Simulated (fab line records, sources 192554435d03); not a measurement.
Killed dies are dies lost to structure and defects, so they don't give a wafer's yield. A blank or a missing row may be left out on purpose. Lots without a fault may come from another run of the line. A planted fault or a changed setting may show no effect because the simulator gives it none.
Problem report in the 8D (eight disciplines) form, filled by code | flow n5_finfet | the parts of the form that need people (team, actions taken, sign-off) are left out

1. THE PROBLEM
run_length_s at N5_BEOL_M4_ETCH_70 reads a mean of 112.3 s on 1 wafer of 1 lot; wafers without a fault read 153.4 s with a standard deviation of 0.32. That is -99 or more standard deviations from the usual mean.
The step: etches SOC in N2/H2, target depth 80 nm, overetch 24 nm, time 130 s.
First seen on wafer L582.1, day 12 23:00, on rie_diel-01. The record holds 14 wafers of 5 lots with a number at this step. Rule for "out", or "out of limits": more than 4 standard deviations from the usual mean. The other wafers with a number count as sound.

2. WHAT IT IS AND WHAT IT IS NOT
question                    | is                           | is not
which readings at this step | run_length_s, oes_product_au | drypump_motor_current_A, rf_vpp_V, showerhead_plenum_p_Torr, throttle_valve_pct
which lots                  | L582                         | L566, L567, L569, L573
which wafers of those lots  | L582.1                       | L582.3
read on which tools         | rie_diel-01                  | rie_diel-05
when                        | from day 12 23:00            | up to then (13 sound wafers)

3. SUSPECTS, AND WHAT RULES EACH OUT
Counting: a tool at a process step up to the reading stays a suspect if it ran every lot that is out. Sound lots after the first of them don't rule it out here, since some wafers of a struck lot are sound.
- rie_diel-01 at N5_BEOL_M4_DESCUM_33 (chemistry O2, time 7 s): kept. It ran the lot that is out, L582 (day 12 10:01); its last sound lot up to then is L569 (day 9 07:23).
- rie_diel-01 at N5_BEOL_M4_ETCH_77 (etches underlayer in N2/H2, target depth 6.5 nm, time 5.2 s): kept. It ran the lot that is out, L582 (day 12 10:03); its last sound lot up to then is L569 (day 9 07:25).
- rie_diel-01 at N5_BEOL_M4_ETCH_69 (etches SiARC in CF4, target depth 15.6 nm, time 26 s): kept. It ran the lot that is out, L582 (day 12 10:04); its last sound lot up to then is L569 (day 9 07:26).
- ald_sin-02 at N5_BEOL_M4_ALD_98 (deposits SiO2, target thk 2.5 nm, pulse time 1 s, co reactant pulse time 1 s): kept. It ran the lot that is out, L582 (day 12 10:09); its last sound lot up to then is L567 (day 8 17:06).
- rie_diel-01 at N5_BEOL_M4_ETCHBACK_99 (etches SiO2 in CHF3, target depth 5 nm, time 10.4 s): kept. It ran the lot that is out, L582 (day 12 22:58); its last sound lot up to then is L569 (day 9 21:02).
- rie_diel-01 at N5_BEOL_M4_ETCH_70 (etches SOC in N2/H2, target depth 80 nm, overetch 24 nm, time 130 s): kept. It ran the lot that is out, L582 (day 12 23:00); its last sound lot up to then is L569 (day 9 21:04). Its own readings are out on those wafers: oes_product_au, run_length_s.
- Within rie_diel-01 at N5_BEOL_M4_DESCUM_33: the wafers that are out ran in chamber 1; their sound lot-mates ran in chamber 0.
- Within rie_diel-01 at N5_BEOL_M4_ETCH_77: the wafers that are out ran in chamber 1; their sound lot-mates ran in chamber 0.
- Within rie_diel-01 at N5_BEOL_M4_ETCH_69: the wafers that are out ran in chamber 1; their sound lot-mates ran in chamber 0.
- Within ald_sin-02 at N5_BEOL_M4_ALD_98: the wafers that are out ran in chamber 0; their sound lot-mates ran in chamber 2.
- Within rie_diel-01 at N5_BEOL_M4_ETCHBACK_99: the wafers that are out ran in chamber 2; their sound lot-mates ran in chamber 3.
- Within rie_diel-01 at N5_BEOL_M4_ETCH_70: the wafers that are out ran in chamber 2; their sound lot-mates ran in chamber 3.
Left after counting: rie_diel-01 at N5_BEOL_M4_DESCUM_33, rie_diel-01 at N5_BEOL_M4_ETCH_77, rie_diel-01 at N5_BEOL_M4_ETCH_69, ald_sin-02 at N5_BEOL_M4_ALD_98, rie_diel-01 at N5_BEOL_M4_ETCHBACK_99, rie_diel-01 at N5_BEOL_M4_ETCH_70.

4. THE CAUSE (what the simulator had put in)
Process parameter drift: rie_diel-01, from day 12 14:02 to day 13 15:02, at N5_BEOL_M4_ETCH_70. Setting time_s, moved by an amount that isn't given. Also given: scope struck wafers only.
Counting left 6 suspects, and this tool is among them.

5. THE CHAIN OF EFFECTS, in route order
Each row: a reading whose mean over the struck wafers that have a number lies more than 3 standard deviations from the usual. Only readings for which the record gives a usual standard deviation are gone through. hours: the time from each lot's start at the first step in this table that gives one to its start at this step, as a median over the lots. sigmas: the change in usual standard deviations.
hours | step               | reading        | usual     | on struck wafers | change | sigmas
0     | N5_BEOL_M4_ETCH_70 | oes_product_au | 0.62 a.u. | 0.88             | +0.26  | +8.4
0     | N5_BEOL_M4_ETCH_70 | run_length_s   | 153.4 s   | 112.3            | -41.1  | -99 or more
The process steps in it:
- N5_BEOL_M4_ETCH_70: etches SOC in N2/H2, target depth 80 nm, overetch 24 nm, time 130 s.
Later measuring or inspecting steps at which every struck wafer that the step has a row for has a number for every such reading, and none has moved that far: N5_BEOL_M4_RC_MEAS_101.

6. WHAT WOULD HAVE CAUGHT IT SOONER
In this record the first reading out of limits was taken at day 12 23:00, 9 hours after the fault began at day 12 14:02.
